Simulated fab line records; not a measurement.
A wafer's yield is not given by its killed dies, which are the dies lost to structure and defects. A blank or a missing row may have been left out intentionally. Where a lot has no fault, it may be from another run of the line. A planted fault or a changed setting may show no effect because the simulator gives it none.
Split-lot study :: flow n5_finfet :: 7 lots, 39 wafers read, on a route of 1938 steps

## THE SPLIT
At N5_GATE_CUT_ETCH_58 (etches SiNx in CH3F/O2, target depth 17 nm, time 128.6 s), the setting time_s was moved away from the recipe's 128.6 s on 18 of the 39 wafers read, by -22.7% to +23.6%. All remaining wafers had this setting at the recipe value.

The reading comes from the split's own step.

## THE READING
etch.depth_nm (the simulator's own value, which no gauge read), in nm, at N5_GATE_CUT_ETCH_58 (etches SiNx in CH3F/O2, target depth 17 nm, time 128.6 s). No usual value for it is given in the file. The 21 wafers here that ran the recipe average 16.87 nm, standard deviation 0.34 nm.

wafer: L074.1
tool, chamber at the split: rie_diel-03, 3
time_s as run, s: 152.1
against the recipe: +18.3%
etch.depth_nm, nm: 19.04
against lot-mates on the recipe: +2.27

wafer: L074.2
tool, chamber at the split: rie_diel-03, 2
time_s as run, s: 128.6
against the recipe: recipe
etch.depth_nm, nm: 16.33
against lot-mates on the recipe: -

wafer: L074.3
tool, chamber at the split: rie_diel-03, 0
time_s as run, s: 152.1
against the recipe: +18.3%
etch.depth_nm, nm: 20
against lot-mates on the recipe: +3.23

wafer: L074.4
tool, chamber at the split: rie_diel-03, 1
time_s as run, s: 152.1
against the recipe: +18.3%
etch.depth_nm, nm: 20.03
against lot-mates on the recipe: +3.26

wafer: L074.5
tool, chamber at the split: rie_diel-03, 0
time_s as run, s: 128.6
against the recipe: recipe
etch.depth_nm, nm: 16.89
against lot-mates on the recipe: -

wafer: L074.6
tool, chamber at the split: rie_diel-03, 1
time_s as run, s: 128.6
against the recipe: recipe
etch.depth_nm, nm: 17.1
against lot-mates on the recipe: -

wafer: L077.1
tool, chamber at the split: rie_diel-03, 1
time_s as run, s: 128.6
against the recipe: recipe
etch.depth_nm, nm: 17.06
against lot-mates on the recipe: -

wafer: L077.2
tool, chamber at the split: rie_diel-03, 2
time_s as run, s: 128.6
against the recipe: recipe
etch.depth_nm, nm: 16.41
against lot-mates on the recipe: -

wafer: L077.3
tool, chamber at the split: rie_diel-03, 0
time_s as run, s: 99.47
against the recipe: -22.7%
etch.depth_nm, nm: 13.02
against lot-mates on the recipe: -3.76

wafer: L077.4
tool, chamber at the split: rie_diel-03, 3
time_s as run, s: 99.47
against the recipe: -22.7%
etch.depth_nm, nm: 12.6
against lot-mates on the recipe: -4.18

wafer: L077.5
tool, chamber at the split: rie_diel-03, 1
time_s as run, s: 99.47
against the recipe: -22.7%
etch.depth_nm, nm: 13.12
against lot-mates on the recipe: -3.66

wafer: L077.6
tool, chamber at the split: rie_diel-03, 0
time_s as run, s: 128.6
against the recipe: recipe
etch.depth_nm, nm: 16.86
against lot-mates on the recipe: -

wafer: L080.1
tool, chamber at the split: rie_diel-03, 3
time_s as run, s: 146
against the recipe: +13.5%
etch.depth_nm, nm: 18.44
against lot-mates on the recipe: +1.62

wafer: L080.2
tool, chamber at the split: rie_diel-03, 2
time_s as run, s: 146
against the recipe: +13.5%
etch.depth_nm, nm: 18.78
against lot-mates on the recipe: +1.96

wafer: L080.3
tool, chamber at the split: rie_diel-03, 0
time_s as run, s: 128.6
against the recipe: recipe
etch.depth_nm, nm: 16.97
against lot-mates on the recipe: -

wafer: L080.4
tool, chamber at the split: rie_diel-03, 1
time_s as run, s: 128.6
against the recipe: recipe
etch.depth_nm, nm: 17.05
against lot-mates on the recipe: -

wafer: L080.5
tool, chamber at the split: rie_diel-03, 2
time_s as run, s: 128.6
against the recipe: recipe
etch.depth_nm, nm: 16.45
against lot-mates on the recipe: -

wafer: L080.6
tool, chamber at the split: rie_diel-03, 3
time_s as run, s: 146
against the recipe: +13.5%
etch.depth_nm, nm: 18.48
against lot-mates on the recipe: +1.66

wafer: L081.1
tool, chamber at the split: rie_diel-03, 1
time_s as run, s: 114.8
against the recipe: -10.7%
etch.depth_nm, nm: 15.18
against lot-mates on the recipe: -1.41

wafer: L081.2
tool, chamber at the split: rie_diel-03, 2
time_s as run, s: 128.6
against the recipe: recipe
etch.depth_nm, nm: 16.48
against lot-mates on the recipe: -

wafer: L081.3
tool, chamber at the split: rie_diel-03, 0
time_s as run, s: 128.6
against the recipe: recipe
etch.depth_nm, nm: 16.85
against lot-mates on the recipe: -

wafer: L081.4
tool, chamber at the split: rie_diel-03, 3
time_s as run, s: 114.8
against the recipe: -10.7%
etch.depth_nm, nm: 14.49
against lot-mates on the recipe: -2.10

wafer: L081.5
tool, chamber at the split: rie_diel-03, 1
time_s as run, s: 114.8
against the recipe: -10.7%
etch.depth_nm, nm: 15.19
against lot-mates on the recipe: -1.40

wafer: L081.6
tool, chamber at the split: rie_diel-03, 2
time_s as run, s: 128.6
against the recipe: recipe
etch.depth_nm, nm: 16.43
against lot-mates on the recipe: -

wafer: L084.1
tool, chamber at the split: rie_diel-02, 1
time_s as run, s: 128.6
against the recipe: recipe
etch.depth_nm, nm: 16.82
against lot-mates on the recipe: -

wafer: L084.2
tool, chamber at the split: rie_diel-02, 0
time_s as run, s: 142
against the recipe: +10.4%
etch.depth_nm, nm: 17.95
against lot-mates on the recipe: +1.12

wafer: L084.3
tool, chamber at the split: rie_diel-02, 2
time_s as run, s: 128.6
against the recipe: recipe
etch.depth_nm, nm: 16.58
against lot-mates on the recipe: -

wafer: L084.4
tool, chamber at the split: rie_diel-02, 3
time_s as run, s: 128.6
against the recipe: recipe
etch.depth_nm, nm: 17.09
against lot-mates on the recipe: -

wafer: L084.5
tool, chamber at the split: rie_diel-02, 3
time_s as run, s: 142
against the recipe: +10.4%
etch.depth_nm, nm: 18.8
against lot-mates on the recipe: +1.97

wafer: L084.6
tool, chamber at the split: rie_diel-02, 0
time_s as run, s: 142
against the recipe: +10.4%
etch.depth_nm, nm: 18.02
against lot-mates on the recipe: +1.19

wafer: L090.2
tool, chamber at the split: rie_diel-03, 2
time_s as run, s: 128.6
against the recipe: recipe
etch.depth_nm, nm: 17.17
against lot-mates on the recipe: -

wafer: L090.3
tool, chamber at the split: rie_diel-03, 3
time_s as run, s: 128.6
against the recipe: recipe
etch.depth_nm, nm: 16.37
against lot-mates on the recipe: -

wafer: L090.4
tool, chamber at the split: rie_diel-03, 1
time_s as run, s: 128.6
against the recipe: recipe
etch.depth_nm, nm: 17.16
against lot-mates on the recipe: -

wafer: L092.1
tool, chamber at the split: rie_diel-06, 1,0
time_s as run, s: 128.6
against the recipe: recipe
etch.depth_nm, nm: 17.34
against lot-mates on the recipe: -

wafer: L092.5
tool, chamber at the split: rie_diel-06, 1,0
time_s as run, s: 128.6
against the recipe: recipe
etch.depth_nm, nm: 17.34
against lot-mates on the recipe: -

wafer: L092.2
tool, chamber at the split: rie_diel-06, 2
time_s as run, s: 158.9
against the recipe: +23.6%
etch.depth_nm, nm: 20.08
against lot-mates on the recipe: +2.71

wafer: L092.3
tool, chamber at the split: rie_diel-06, 0
time_s as run, s: 158.9
against the recipe: +23.6%
etch.depth_nm, nm: 21.43
against lot-mates on the recipe: +4.06

wafer: L092.4
tool, chamber at the split: rie_diel-06, 3
time_s as run, s: 158.9
against the recipe: +23.6%
etch.depth_nm, nm: 21.26
against lot-mates on the recipe: +3.89

wafer: L092.6
tool, chamber at the split: rie_diel-06, 1
time_s as run, s: 128.6
against the recipe: recipe
etch.depth_nm, nm: 17.42
against lot-mates on the recipe: -
If several chambers appear in one row, that row covers several wafers at once and the file leaves open which wafer was in which chamber.

THE FIT
A straight line over all 39 wafers: etch.depth_nm changes by +0.165 nm for each +1% of time_s; r = +0.98; the points scatter about the line by 0.42 nm.
The same after taking each lot's own level away (the mean of its wafers on the recipe; 39 wafers): +0.156 nm for each +1%; r = +0.98; scatter 0.36 nm.
That fit puts the effect of the largest move of time_s on the reading at 3.7 nm.
From 16.587 to 17.367 nm: that is the span of the lots' own levels, equal to 2.3 times the standard deviation above.
So the lot-to-lot level changes the slope little: the two slopes agree.
Check: for one of the wafers moved furthest among these (+23.6%), held out of the fit, the line's prediction against its lot-mates is +3.73 nm. It came out at +2.71 nm against them.

## OTHER SPLITS APPLIED TO THESE WAFERS
Before the reading, these wafers also passed through other splits. Each is held against what the fit with the lots' levels taken away leaves over:
other split on the same wafers: N5_DUMMY_GATE_ETCH_32 time_s
wafers away from the commonest value: 12
r with etch.depth_nm (lot level and that fit taken away): -0.05

## THE FILE'S OWN FIT
etch.depth_nm changes by +0.155 nm for each +1% of time_s, r = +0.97.
